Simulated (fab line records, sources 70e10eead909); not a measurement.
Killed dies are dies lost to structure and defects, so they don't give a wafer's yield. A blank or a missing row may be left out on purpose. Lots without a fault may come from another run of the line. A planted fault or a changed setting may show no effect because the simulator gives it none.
fab line records | flow nand_harc
record lots=5 wafers=15 last_day=25
route steps=1159 shown A_BONDPAD@1065
lots that met no fault: from a run of the same line without faults
start_h: hours from the record's first day to the start of the lot's first wafer shown | wait_h: hours since the lot's step before | " the same as in the row above | L1.1+2: a row that stands for several wafers | - no value, or no start given | * or withheld: withheld | < > ~ a bound
route shown NAME@n: a module of which the file shows steps, and the number in the route of the first | usual: mean/standard deviation of fault-free wafers | same: alike in all rows | chamber/n: place in a boat | sites: the reading at each site | _std_site: their standard deviation | _edge_site: outer sites' mean less inner sites' | radius_mm: how far each site lies from the wafer's centre | mask NAME#n: copy n | behind: the tool/chamber that last shaped the wafer | hold: why the lot was held/for how many hours/how that ended | device: the transistor (n, p or np) that didn't switch | end of line: the same wafers' tests at the end of the route | a step without rows: its recipe alone | killed: dies lost to structure and defects at the first sort, not the wafer's yield | map: a wafer's dies, x killed, . not, _ none there
set.NAME: the setting as run; set.NAME@STEP: as run at that earlier step | model.NAME: the simulator's own value behind a step, which no gauge read
lots at some steps of the route; a table a step, a row a wafer
services: from which hour (start_h, from the record's first day; less than 0 if before it) a tool's chamber was out of use, for how many hours, and why
## steps
# step NHARC_A_BONDPAD_COAT_33
# recipe temp_c=200 time_s=65
# step NHARC_A_BONDPAD_COAT_03
# recipe spin_rpm=2000 resist_thk_nm=600
# step NHARC_A_BONDPAD_SOFTBAKE_04
# recipe temp_c=125 time_s=70
# step NHARC_A_BONDPAD_EBR_05
# step NHARC_A_BONDPAD_EXPOSE_06
# recipe na=0.55 dose_mj=36.99 mask_id=A_BPAD
# step NHARC_A_BONDPAD_PEB_07
# recipe peb_temp_c=128 peb_time_s=80
# step NHARC_A_BONDPAD_DEVELOP_08
# recipe time_s=50 dev_temp_c=22
# step NHARC_A_BONDPAD_CD_MEAS_09
# recipe target_cd_nm=500 landing_energy_ev=500
# usual cd_nm=500.4/2.2
# columns lot.wafer tool chamber start_h wait_h cd_nm
L400.1 cd_sem-01 0 414.30 - 500.5
L400.4 " 0 " " 500.5
L400.6 " 0 " " 500.0
L398.1 cd_sem-03 0 422.24 - 498.6
L398.4 " 0 " " 499.9
L398.6 " 0 " " 501.8
L402.2 cd_sem-03 0 433.83 - 502.1
L402.3 " 0 " " 499.5
L402.5 " 0 " " 501.8
L408.1 cd_sem-03 0 482.75 - 503.4
L408.2 " 0 " " 500.5
L408.5 " 0 " " 499.0
L419.1 cd_sem-02 0 559.20 - 503.2
L419.2 " 0 " " 501.1
L419.4 " 0 " " 502.9
# step NHARC_A_BONDPAD_OVL_MEAS_35
# usual overlay_x_nm=-2/5.5 overlay_y_nm=0/6
# columns lot.wafer tool chamber start_h wait_h overlay_x_nm overlay_y_nm
L400.1 overlay-01 - 414.39 - -3 2
L400.4 " - " " -3 2
L400.6 " - " " -2 1
L398.1 overlay-02 - 422.33 - -5 -6
L398.4 " - " " -5 -6
L398.6 " - " " -5 -6
L402.2 overlay-01 - 433.92 - -3 0
L402.3 " - " " -3 1
L402.5 " - " " -3 0
L408.1 overlay-01 - 482.84 - -6 9
L408.2 " - " " -6 9
L408.5 " - " " -6 8
L419.1 overlay-02 - 559.29 - -8 -6
L419.2 " - " " -9 -7
L419.4 " - " " -9 -6
# step NHARC_A_BONDPAD_HARDBAKE_10
# recipe temp_c=118 time_s=65
# step NHARC_A_BONDPAD_DESCUM_11
# recipe time_s=3 o2_flow_sccm=200 ar_flow_sccm=0 bias_power_w=0 chemistry=O2
# usual drypump_motor_current_A=5.8/0.33 o2_flow_sccm=200.1/0.58 oes_product_au=1.003/0.01 rf_vpp_V=57.8/0.93 showerhead_plenum_p_Torr=1.89/0.061 throttle_valve_pct=11.311/0.0089
# columns lot.wafer tool chamber start_h wait_h drypump_motor_current_A o2_flow_sccm oes_product_au rf_hours_counter_h rf_vpp_V showerhead_plenum_p_Torr throttle_valve_pct
L400.4 rie_diel-10 1 414.52 - 5.2 200.3 0.990 16 57.5 1.80 11.323
L400.1 " 3 " " 5.7 200.1 0.985 19 58.0 1.93 11.326
L400.6 " 0 " " 5.8 200.1 0.992 - 59.0 1.89 11.309
L398.4 rie_diel-10 2 422.45 - 5.2 199.6 1.001 20 58.3 1.94 11.318
L398.1 " 1 " " 5.2 199.1 0.989 18 57.2 1.80 11.302
L398.6 " 3 " " 5.7 200.7 0.993 - 58.0 1.93 11.309
L402.2 rie_diel-06 3 434.05 - 5.4 200.5 1.021 0 57.6 1.83 11.315
L402.3 " 0 " " 5.8 199.5 1.007 0 56.6 1.89 11.305
L402.5 " 3 " " 5.4 200.6 1.023 - 55.8 1.83 11.320
L408.1 rie_diel-06 1 482.97 - 6.2 200.1 1.000 2 56.9 1.91 11.319
L408.2 " 2 " " 5.6 200.0 1.007 2 57.9 1.96 11.310
L408.5 " 1 " " 6.2 200.1 0.993 - 58.3 1.92 11.329
L419.4 rie_diel-06 3 559.41 - 5.4 199.7 1.014 5 56.9 1.83 11.306
L419.1 " 0 " " 5.8 199.4 1.000 4 56.6 1.88 11.298
L419.2 " 1 " " 6.2 200.6 1.001 5 57.9 1.91 11.327
# step NHARC_A_BONDPAD_ETCH_34
# recipe target_depth_a=600 overetch_a=180 time_s=65.91 ion_energy_ev=200 n2_flow_sccm=150 h2_flow_sccm=150 ar_flow_sccm=0 rf_w=400 bias_w=150 chemistry=N2/H2
# usual drypump_motor_current_A=5.8/0.34 oes_product_au=1.004/0.011 rf_fwd_power_W=396.1/1.2 rf_vpp_V=430.1/2 showerhead_plenum_p_Torr=2.02/0.066 throttle_valve_pct=14.171/0.0085
# columns lot.wafer tool chamber start_h wait_h drypump_motor_current_A oes_product_au rf_fwd_power_W rf_hours_counter_h rf_vpp_V showerhead_plenum_p_Torr throttle_valve_pct
L400.4 rie_diel-10 3 414.60 0.1 5.7 0.999 398.3 19 431.4 2.06 14.171
L400.1 " 1 " " 5.2 0.992 395.8 16 426.8 1.91 14.151
L400.6 " 2 " " 5.2 0.998 397.0 - 431.8 2.07 14.183
L398.1 rie_diel-10 3 422.55 0.1 5.7 0.994 398.6 21 431.5 2.06 14.172
L398.4 " 0 " " 5.7 0.993 397.7 19 429.3 2.02 14.170
L398.6 " 2 " " 5.2 0.991 396.9 - 430.6 2.07 14.183
L402.3 rie_diel-06 2 434.14 0.1 5.6 1.010 394.6 0 432.0 2.09 14.167
L402.2 " 3 " " 5.4 1.020 395.4 0 426.1 1.95 14.177
L402.5 " 0 " " 5.8 0.993 395.1 - 429.2 2.01 14.171
L408.2 rie_diel-06 3 483.04 0.1 5.4 1.015 398.1 2 428.4 1.94 14.168
L408.1 " 1 " " 6.2 1.004 395.7 2 430.4 2.04 14.186
L408.5 " 3 " " 5.4 1.016 396.5 - 428.4 1.94 14.162
L419.1 rie_diel-06 3 559.49 0.1 5.4 1.008 395.3 5 428.9 1.94 14.183
L419.2 " 1 " " 6.2 1.004 395.6 5 431.4 2.04 14.161
L419.4 " 2 " " 5.6 1.011 393.9 5 432.1 2.09 14.157
# step NHARC_A_BONDPAD_ETCH_12
# recipe target_depth_a=2200 time_s=110 chf3_flow_sccm=50 o2_flow_sccm=10 ar_flow_sccm=200 rf_w=500 bias_w=200 chemistry=CHF3/O2
# usual drypump_motor_current_A=5.8/0.34 o2_flow_sccm=10.001/0.028 oes_product_au=0.951/0.027 rf_fwd_power_W=497.0/1.5 rf_vpp_V=370.2/1.9 showerhead_plenum_p_Torr=2.38/0.075 throttle_valve_pct=20.573/0.0082
# columns lot.wafer tool chamber start_h wait_h drypump_motor_current_A o2_flow_sccm oes_product_au rf_fwd_power_W rf_hours_counter_h rf_vpp_V showerhead_plenum_p_Torr throttle_valve_pct
L400.4 rie_diel-10 3 414.77 - 5.7 9.978 0.910 495.6 19 370.5 2.43 20.564
L400.1 " 2 " " 5.2 10.087 0.914 496.0 18 370.6 2.44 20.571
L400.6 " 0 " " 5.7 9.992 0.916 498.0 - 369.9 2.38 20.573
L398.1 rie_diel-10 2 422.64 - 5.2 9.999 0.925 497.0 20 370.8 2.44 20.563
L398.4 " 0 " " 5.7 10.006 0.917 496.7 19 370.3 2.38 20.566
L398.6 " 1 " " 5.2 10.018 0.909 498.4 - 367.3 2.26 20.574
L402.2 rie_diel-06 0 434.23 - 5.8 9.957 0.975 494.9 0 369.1 2.37 20.572
L402.3 " 2 " " 5.6 10.015 0.966 496.8 0 371.8 2.46 20.575
L402.5 " 0 " " 5.8 9.988 0.977 497.1 - 369.3 2.37 20.560
L408.2 rie_diel-06 0 483.14 - 5.9 10.025 0.862 496.3 1 367.8 2.37 20.564
L408.1 " 3 " " 5.4 9.961 0.980 500.1 2 368.4 2.30 20.562
L408.5 " 0 " " 5.9 10.003 0.862 496.6 - 371.2 2.37 20.574
L419.4 rie_diel-06 2 559.59 - 5.6 9.962 0.941 496.4 5 372.1 2.46 20.568
L419.1 " 3 " " 5.4 9.984 0.942 494.8 5 367.3 2.30 20.586
L419.2 " 1 " " 6.2 10.004 0.912 497.6 5 371.6 2.40 20.573
# step NHARC_A_BONDPAD_CD_MEAS_13
# usual cd_nm=499.8/2.4
# columns lot.wafer tool chamber start_h wait_h cd_nm
L400.1 cd_sem-01 - 414.91 - 499.3
L400.4 " - " " 500.2
L400.6 " - " " 499.2
L398.1 cd_sem-02 - 422.77 - 498.1
L398.4 " - " " 499.7
L398.6 " - " " 501.3
L402.2 cd_sem-01 - 434.36 - 500.7
L402.3 " - " " 499.2
L402.5 " - " " 501.0
L408.1 cd_sem-03 - 483.27 - 503.1
L408.2 " - " " 499.3
L408.5 " - " " 498.2
L419.1 cd_sem-03 - 559.73 - 502.9
L419.2 " - " " 500.4
L419.4 " - " " 501.2
## services
# columns tool chamber start_h hours kind
rie_diel-06 0 397.22 - clean
rie_diel-06 1 397.22 - clean
rie_diel-06 2 397.22 - clean
rie_diel-06 3 397.22 - clean
rie_diel-06 - 418.22 9.0 pm
rie_diel-06 0 418.22 9.0 vent_cycle
rie_diel-06 1 418.22 9.0 vent_cycle
rie_diel-06 2 418.22 9.0 vent_cycle
rie_diel-06 3 418.22 9.0 vent_cycle
rie_diel-06 0 427.22 - clean
rie_diel-06 1 427.22 - clean
rie_diel-06 2 427.22 - clean
rie_diel-06 3 427.22 - clean
rie_diel-06 0 451.72 - clean
rie_diel-06 1 451.72 - clean
rie_diel-06 2 451.72 - clean
rie_diel-06 3 451.72 - clean
rie_diel-06 0 463.37 13.0 repair
rie_diel-10 3 468.39 1.6 repair
rie_diel-06 1 476.22 - clean
rie_diel-06 2 476.22 - clean
rie_diel-06 3 476.22 - clean
rie_diel-10 - 530.52 9.0 pm
rie_diel-06 2 540.01 1.9 repair
## key
first_sign step=NHARC_A_BONDPAD_ETCH_12 reading=oes_product_au direction=down sigmas=3.4 usual=0.951 struck=0.862
effect none on later readings
met_at NHARC_A_BONDPAD_ETCH_12
struck_wafers L408.2,L408.5
later_rows_left_out L408.2,L408.5
sort_left_out L408.2,L408.5
onset_between 434.23 483.14
fault kind=process_parameter_drift tool=rie_diel-06 chamber=0 onset_h=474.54 steps=NHARC_A_BONDPAD_ETCH_12 channel=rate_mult offset=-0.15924 shape=step end_h=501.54
# sort_left_out: the simulated sort isn't trusted on such a fault, so these wafers' sort isn't shown, and their yield isn't known
# later_rows_left_out: the simulator's readings of these wafers behind a module that went badly wrong aren't trusted and aren't shown, but for the sort
